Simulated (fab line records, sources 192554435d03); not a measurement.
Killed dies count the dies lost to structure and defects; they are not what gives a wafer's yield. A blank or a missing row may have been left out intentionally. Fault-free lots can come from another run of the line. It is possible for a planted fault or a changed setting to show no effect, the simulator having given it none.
Chamber matching / flow n5_finfet / N5_BEOL_M2_ETCH_70 on rie_diel-01: 4 sister chambers
The step etches SOC in N2/H2, target depth 80 nm, overetch 24 nm, time 130 s. 4 wafers are shown with their chamber, then 9 later ones without.

## EACH WAFER AND ITS CHAMBER
wafer=L085.6; chamber=3; throttle_valve_pct (%)=17.3
wafer=L090.5; chamber=0; throttle_valve_pct (%)=18.2
wafer=L089.4; chamber=1; throttle_valve_pct (%)=17.5
wafer=L089.6; chamber=2; throttle_valve_pct (%)=18.2

## WAFERS WHOSE CHAMBER IS MISSING
wafer=L091.1; throttle_valve_pct (%)=18.3
wafer=L091.4; throttle_valve_pct (%)=18.2
wafer=L091.5; throttle_valve_pct (%)=18.3
wafer=L092.1; throttle_valve_pct (%)=17.5
wafer=L092.4; throttle_valve_pct (%)=18.2
wafer=L092.5; throttle_valve_pct (%)=18.2
wafer=L096.1; throttle_valve_pct (%)=18.3
wafer=L096.3; throttle_valve_pct (%)=18.2
wafer=L096.5; throttle_valve_pct (%)=18.3

## WHICH CHAMBER EACH WENT THROUGH
wafer=L091.1; from the rows above=can't be placed: 0 or 2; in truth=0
wafer=L091.4; from the rows above=can't be placed: 0 or 2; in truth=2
wafer=L091.5; from the rows above=can't be placed: 0 or 2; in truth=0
wafer=L092.1; from the rows above=1; in truth=1
wafer=L092.4; from the rows above=can't be placed: 0 or 2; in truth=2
wafer=L092.5; from the rows above=can't be placed: 0 or 2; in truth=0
wafer=L096.1; from the rows above=can't be placed: 0 or 2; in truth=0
wafer=L096.3; from the rows above=can't be placed: 0 or 2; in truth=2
wafer=L096.5; from the rows above=can't be placed: 0 or 2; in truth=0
Correct placement for 1 of the 9. Unplaceable from these rows: 8, with the true chamber sitting among the candidates in 8. 0 placed wrongly.
How it was worked out, from the rows above alone: a wafer's distance from a chamber is the root of the sum, over the readings, of the square of ((its reading less the chamber's mean) divided by the reading's scatter). The wafer belongs to the nearest chamber; if the next one is less than 2 further off, it can't be placed. The mean given for a chamber averages the wafers shown for that chamber. The scatter: root of mean squared gap, hidden wafer to nearest shown wafer, with one shown wafer a chamber.
